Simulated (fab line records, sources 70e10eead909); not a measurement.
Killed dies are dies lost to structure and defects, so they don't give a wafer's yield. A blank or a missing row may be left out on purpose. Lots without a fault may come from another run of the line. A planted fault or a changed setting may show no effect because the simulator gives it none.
Chamber matching | flow nand_harc | NHARC_A_STAIRCASE_TRIM_196 on rie_diel-13: 3 sister chambers
The step chemistry O2, time 211.2 s. 14 wafers are shown with their chamber, then 5 later ones without.

WAFERS WITH THEIR CHAMBER
wafer  | chamber | showerhead_plenum_p_Torr (Torr) | oes_product_au (a.u.) | throttle_valve_pct (%)
L077.2 | 0       | 3.65                            | 1.021                 | 17.035
L077.5 | 0       | 3.65                            | 1.024                 | 17.039
L077.6 | 3       | 3.47                            | 1.046                 | 17.035
L077.1 | 3       | 3.47                            | 1.045                 | 17.043
L077.3 | 1       | 3.38                            | 1.006                 | 17.047
L077.4 | 1       | 3.38                            | 1.009                 | 17.027
L078.2 | 0       | 3.65                            | 1.020                 | 17.034
L078.3 | 1       | 3.38                            | 1.013                 | 17.038
L078.6 | 3       | 3.47                            | 1.054                 | 17.055
L081.1 | 1       | 3.38                            | 1.000                 | 17.035
L081.2 | 0       | 3.64                            | 1.022                 | 17.035
L081.6 | 0       | 3.64                            | 1.017                 | 17.044
L084.1 | 1       | 3.37                            | 1.002                 | 17.053
L084.2 | 0       | 3.64                            | 1.016                 | 17.037

SIGNATURES (means of the wafers above)
reading                  | chamber 0 | chamber 1 | chamber 3 | scatter within a chamber
showerhead_plenum_p_Torr | 3.6450    | 3.3780    | 3.4700    | 0.00457
oes_product_au           | 1.02000   | 1.00600   | 1.04833   | 0.00431
throttle_valve_pct       | 17.03733  | 17.04000  | 17.04433  | 0.00791
Rule: a wafer's distance from a chamber is the root of the sum, over the readings, of the square of ((its reading less the chamber's mean) divided by the reading's scatter). The wafer belongs to the nearest chamber; if the next one is less than 2 further off, it can't be placed. The scatter: the root of (the sum of the squares of (reading less its chamber's mean) over the shown wafers, divided by (wafers less chambers)).

WAFERS WITHOUT THEIR CHAMBER
wafer  | showerhead_plenum_p_Torr (Torr) | oes_product_au (a.u.) | throttle_valve_pct (%)
L084.6 | 3.37                            | 1.003                 | 17.034
L096.4 | 3.62                            | 1.019                 | 17.058
L096.5 | 3.44                            | 1.018                 | 17.044
L097.4 | 3.61                            | 1.013                 | 17.026
L097.5 | 3.61                            | 1.017                 | 17.021

WHICH CHAMBER EACH WENT THROUGH
wafer  | from the rows above | in truth
L084.6 | 1                   | 1
L096.4 | 0                   | 0
L096.5 | 3                   | 3
L097.4 | 0                   | 0
L097.5 | 0                   | 0
Placed correctly: 5 of 5. Can't be placed from these rows: 0. Placed wrongly: 0.
